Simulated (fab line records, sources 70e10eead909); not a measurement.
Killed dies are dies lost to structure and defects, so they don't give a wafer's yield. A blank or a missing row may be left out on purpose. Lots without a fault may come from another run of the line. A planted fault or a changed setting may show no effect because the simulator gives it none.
Chamber matching | flow nand_harc | NHARC_A_M0_STRIP_18 on rie_diel-02: 4 sister chambers
The step strips in N2/H2. 4 wafers are shown with their chamber, then 8 later ones without.

WAFERS WITH THEIR CHAMBER
wafer  | chamber | rf_fwd_power_W (W)
L082.5 | 3       | 1005
L084.4 | 2       | 990
L084.5 | 1       | 990
L086.2 | 0       | 993

WAFERS WITHOUT THEIR CHAMBER
wafer  | rf_fwd_power_W (W)
L086.3 | 997
L086.4 | 992
L090.1 | 996
L090.2 | 1000
L090.6 | 997
L094.1 | 1000
L094.3 | 998
L094.6 | 1001

WHICH CHAMBER EACH WENT THROUGH
wafer  | from the rows above               | in truth
L086.3 | can't be placed: 0 or 1 or 2 or 3 | 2
L086.4 | can't be placed: 0 or 1 or 2      | 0
L090.1 | can't be placed: 0 or 1 or 2 or 3 | 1
L090.2 | can't be placed: 3 or 0 or 1 or 2 | 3
L090.6 | can't be placed: 0 or 1 or 2 or 3 | 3
L094.1 | can't be placed: 3 or 0 or 1 or 2 | 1
L094.3 | can't be placed: 0 or 3 or 1 or 2 | 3
L094.6 | can't be placed: 3 or 0 or 1 or 2 | 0
Placed correctly: 0 of 8. Can't be placed from these rows: 8 (the true chamber is among the candidates in 8). Placed wrongly: 0.
How it was worked out, from the rows above alone: a wafer's distance from a chamber is the root of the sum, over the readings, of the square of ((its reading less the chamber's mean) divided by the reading's scatter). The wafer belongs to the nearest chamber; if the next one is less than 2 further off, it can't be placed. A chamber's mean is the mean of its shown wafers. The scatter: with one shown wafer a chamber, the root of the mean of the squares of how far each hidden wafer lies from its nearest shown one.
